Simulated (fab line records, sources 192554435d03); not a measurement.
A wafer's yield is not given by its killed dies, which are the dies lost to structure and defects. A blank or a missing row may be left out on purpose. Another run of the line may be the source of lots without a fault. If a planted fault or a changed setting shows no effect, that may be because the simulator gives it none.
The same fault as seen by 2 desks || flow n5 finfet || each desk holds nothing but its own numbers, with what lay behind them at the end

## AT THE TOOL OWNER'S DESK: rie diel-06
The tool's own readings at N5_BEOL_M12_ETCH_59 (etches BARC in N2/H2, target depth 89 nm, overetch 26.7 nm, time 67.9 s): means of the sampled wafers that have a number, for each lot that ran on this tool. If a lot's mean is further than 4 standard deviations from the usual mean, the lot is out of limits and carries the mark OUT (the distance appears in the brackets).
Columns: A = bias w at N5_BEOL_M12_ETCH_59, usual 150.0 W; B = drypump motor current A at N5_BEOL_M12_ETCH_59, usual 5.53 A; C = oes product au at N5_BEOL_M12_ETCH_59, usual 0.67 a.u.; D = rf vpp V at N5_BEOL_M12_ETCH_59, usual 523.4 V; E = showerhead plenum p Torr at N5_BEOL_M12_ETCH_59, usual 2.53 Torr; F = throttle valve pct at N5_BEOL_M12_ETCH_59, usual 17.86 %
{"lot": "L383", "first seen here": "day 13 00:54", "A": 150.1, "B": 5.58, "C": 0.63, "D": 522.8, "E": 2.50, "F": 17.93}
{"lot": "L388", "first seen here": "day 13 11:14", "A": 150.1, "B": 5.75, "C": 0.63, "D": 523.4, "E": 2.50, "F": 17.76}
{"lot": "L393", "first seen here": "day 15 20:42", "A": "152.8 (+6.4) OUT", "B": 5.69, "C": 0.61, "D": 529.5, "E": 2.53, "F": 17.69}
Finding of this desk: L393 out of limits; the first was L393 at day 15 20:42, on bias w at N5_BEOL_M12_ETCH_59. In limits: L383, L388.

## AT THE METROLOGY DESK
What the gauges read for every lot (on any tool): the sampled wafers with a number, averaged. If a lot's mean is further than 4 standard deviations from the usual mean, the lot is out of limits and carries the mark OUT (the distance appears in the brackets).
Columns: A = V11_OVL at N5_BEOL_M12_OVL_MEAS_11, usual -3 nm
{"lot": "L380", "first seen here": "day 12 06:31", "A": -9}
{"lot": "L383", "first seen here": "day 13 00:47", "A": -1}
{"lot": "L384", "first seen here": "day 13 03:31", "A": -3}
{"lot": "L385", "first seen here": "day 13 04:07", "A": 0}
{"lot": "L382", "first seen here": "day 13 04:20", "A": -4}
{"lot": "L388", "first seen here": "day 13 11:08", "A": -3}
{"lot": "L393", "first seen here": "day 15 20:37", "A": -7}
{"lot": "L400", "first seen here": "day 17 16:50", "A": -1}
{"lot": "L399", "first seen here": "day 18 07:20", "A": -2}
{"lot": "L398", "first seen here": "day 18 08:00", "A": -2}
{"lot": "L402", "first seen here": "day 19 05:48", "A": -5}
This desk's verdict: no lot among the 11 shows anything out of limits.

## ALL TOGETHER
An alarm could have come from the tool owner's desk at day 15 20:42, on L393.
The metrology desk saw nothing out of limits.
The metrology desk has L393 on record, within its limits.
The lots listed all ran N5_BEOL_M12_ETCH_59 on rie diel-06.

## WHAT THE SIMULATOR PUT IN
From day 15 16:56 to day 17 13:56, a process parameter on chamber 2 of rie diel-06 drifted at N5_BEOL_M12_ETCH_59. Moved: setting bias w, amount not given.
Lots struck among those shown: L393.
Time in hours from fault onset to the first out-of-limits reading at each desk: the tool owner's desk, 4.
